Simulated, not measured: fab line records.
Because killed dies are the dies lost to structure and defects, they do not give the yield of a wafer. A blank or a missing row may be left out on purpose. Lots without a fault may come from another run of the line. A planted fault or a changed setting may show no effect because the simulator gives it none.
Chamber matching / flow n5Finfet / 4 sister chambers for N5_BEOL_M15_VIA_ETCH_16 on rieDiel-03
The step etches SiO2 in C4F8/O2/Ar, target depth 1792.2 nm. 8 wafers are shown with their chamber, then 10 later ones without.

== WAFERS WITH THEIR CHAMBER ==
wafer=L087.3; chamber=3; rfVppV (V)=2232; showerheadPlenumPTorr (Torr)=3.32
wafer=L087.4; chamber=3; rfVppV (V)=2233; showerheadPlenumPTorr (Torr)=3.32
wafer=L091.2; chamber=0; rfVppV (V)=2208; showerheadPlenumPTorr (Torr)=3.39
wafer=L090.1; chamber=0; rfVppV (V)=2210; showerheadPlenumPTorr (Torr)=3.39
wafer=L090.3; chamber=2; rfVppV (V)=2244; showerheadPlenumPTorr (Torr)=3.35
wafer=L090.6; chamber=1; rfVppV (V)=2216; showerheadPlenumPTorr (Torr)=3.52
wafer=L093.1; chamber=1; rfVppV (V)=2218; showerheadPlenumPTorr (Torr)=3.52
wafer=L093.2; chamber=2; rfVppV (V)=2243; showerheadPlenumPTorr (Torr)=3.34

== WAFERS WHOSE CHAMBER IS MISSING ==
wafer=L093.4; rfVppV (V)=2210; showerheadPlenumPTorr (Torr)=3.39
wafer=L095.2; rfVppV (V)=2218; showerheadPlenumPTorr (Torr)=3.52
wafer=L095.4; rfVppV (V)=2234; showerheadPlenumPTorr (Torr)=3.31
wafer=L095.6; rfVppV (V)=2208; showerheadPlenumPTorr (Torr)=3.39
wafer=L094.2; rfVppV (V)=2218; showerheadPlenumPTorr (Torr)=3.52
wafer=L094.5; rfVppV (V)=2210; showerheadPlenumPTorr (Torr)=3.39
wafer=L094.6; rfVppV (V)=2217; showerheadPlenumPTorr (Torr)=3.52
wafer=L097.1; rfVppV (V)=2231; showerheadPlenumPTorr (Torr)=3.31
wafer=L097.2; rfVppV (V)=2243; showerheadPlenumPTorr (Torr)=3.34
wafer=L097.5; rfVppV (V)=2243; showerheadPlenumPTorr (Torr)=3.34

== WHICH CHAMBER EACH ONE RAN IN ==
wafer=L093.4; from the rows above=0; in truth=0
wafer=L095.2; from the rows above=1; in truth=1
wafer=L095.4; from the rows above=3; in truth=3
wafer=L095.6; from the rows above=0; in truth=0
wafer=L094.2; from the rows above=1; in truth=1
wafer=L094.5; from the rows above=0; in truth=0
wafer=L094.6; from the rows above=1; in truth=1
wafer=L097.1; from the rows above=3; in truth=3
wafer=L097.2; from the rows above=2; in truth=2
wafer=L097.5; from the rows above=2; in truth=2
Correct placement for 10 of the 10. Number that these rows cannot place: 0. 0 placed wrongly.
How it was worked out, from the rows above alone: a wafer's distance from a chamber is the root of the sum, over the readings, of the square of ((its reading less the chamber's mean) divided by the reading's scatter). The wafer belongs to the nearest chamber; if the next one is less than 2 further off, it can't be placed. Each chamber's mean is taken over the wafers shown for it. The scatter is the square root of a quotient: the sum, over the shown wafers, of each reading's squared deviation from its chamber's mean, divided by wafers minus chambers.
